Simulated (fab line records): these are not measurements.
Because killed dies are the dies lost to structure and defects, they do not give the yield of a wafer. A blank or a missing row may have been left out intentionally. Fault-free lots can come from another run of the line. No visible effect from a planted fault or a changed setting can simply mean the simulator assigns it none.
Matching of chambers + flow nand-harc + NHARC_P_M0_DESCUM_14 on rie-diel-12: 4 sister chambers
The step chemistry O2, time 3 s. 20 wafers are shown with their chamber, then 10 later ones without.

## WAFERS, EACH WITH ITS CHAMBER
| wafer  | chamber | showerhead-plenum-p-Torr (Torr) | oes-product-au (a.u.) | throttle-valve-pct (%) |
|--------|---------|---------------------------------|-----------------------|------------------------|
| L985.2 | 0       | 1.79                            | 0.991                 | 11.313                 |
| L985.5 | 2       | 1.93                            | 1.011                 | 11.320                 |
| L985.6 | 1       | 1.86                            | 0.997                 | 11.326                 |
| L987.1 | 0       | 1.78                            | 0.986                 | 11.304                 |
| L987.2 | 3       | 1.90                            | 0.981                 | 11.311                 |
| L987.4 | 1       | 1.85                            | 0.999                 | 11.309                 |
| L988.2 | 2       | 1.93                            | 1.007                 | 11.300                 |
| L988.3 | 1       | 1.85                            | 1.007                 | 11.319                 |
| L988.5 | 3       | 1.90                            | 0.999                 | 11.320                 |
| L990.1 | 3       | 1.90                            | 0.990                 | 11.302                 |
| L990.3 | 0       | 1.78                            | 0.996                 | 11.318                 |
| L990.5 | 2       | 1.93                            | 1.000                 | 11.322                 |
| L992.4 | 3       | 1.90                            | 0.985                 | 11.306                 |
| L992.5 | 0       | 1.78                            | 0.988                 | 11.291                 |
| L992.6 | 2       | 1.93                            | 1.011                 | 11.316                 |
| L999.1 | 0       | 1.78                            | 1.000                 | 11.300                 |
| L999.4 | 3       | 1.90                            | 0.999                 | 11.304                 |
| L999.6 | 0       | 1.78                            | 0.978                 | 11.309                 |
| L100.1 | 2       | 1.92                            | 1.008                 | 11.314                 |
| L100.3 | 3       | 1.90                            | 0.992                 | 11.305                 |

SIGNATURES (averages over the wafers above)
| reading                  | chamber 0 | chamber 1 | chamber 2 | chamber 3 | scatter within a chamber |
|--------------------------|-----------|-----------|-----------|-----------|--------------------------|
| showerhead-plenum-p-Torr | 1.7817    | 1.8533    | 1.9280    | 1.9000    | 0.00379                  |
| oes-product-au           | 0.98983   | 1.00100   | 1.00740   | 0.99100   | 0.00663                  |
| throttle-valve-pct       | 11.30583  | 11.31800  | 11.31440  | 11.30800  | 0.0084                   |
Rule: a wafer's distance from a chamber is the root of the sum, over the readings, of the square of ((its reading less the chamber's mean) divided by the reading's scatter). If the next closest chamber is less than 2 further off than the closest, the wafer can't be placed; otherwise it belongs to the closest. The scatter: take each reading less its chamber's mean, square it, sum over the shown wafers, divide by the number of wafers less the number of chambers, and take the root.

## WAFERS WHOSE CHAMBER IS MISSING
| wafer  | showerhead-plenum-p-Torr (Torr) | oes-product-au (a.u.) | throttle-valve-pct (%) |
|--------|---------------------------------|-----------------------|------------------------|
| L100.4 | 1.78                            | 1.008                 | 11.306                 |
| L101.1 | 1.78                            | 0.989                 | 11.309                 |
| L101.4 | 1.85                            | 0.991                 | 11.308                 |
| L101.5 | 1.90                            | 0.995                 | 11.310                 |
| L102.2 | 1.85                            | 1.000                 | 11.298                 |
| L102.3 | 1.78                            | 1.008                 | 11.306                 |
| L102.5 | 1.78                            | 1.003                 | 11.306                 |
| L103.2 | 1.89                            | 0.997                 | 11.309                 |
| L103.4 | 1.78                            | 1.005                 | 11.323                 |
| L103.5 | 1.85                            | 0.996                 | 11.312                 |

## WHICH CHAMBER EACH ONE RAN IN
| wafer  | from the rows above | in truth |
|--------|---------------------|----------|
| L100.4 | 0                   | 0        |
| L101.1 | 0                   | 0        |
| L101.4 | 1                   | 1        |
| L101.5 | 3                   | 3        |
| L102.2 | 1                   | 1        |
| L102.3 | 0                   | 0        |
| L102.5 | 0                   | 0        |
| L103.2 | 3                   | 3        |
| L103.4 | 0                   | 0        |
| L103.5 | 1                   | 1        |
Correctly placed: 10 of 10. Can't be placed from these rows: 0. 0 placed wrongly.
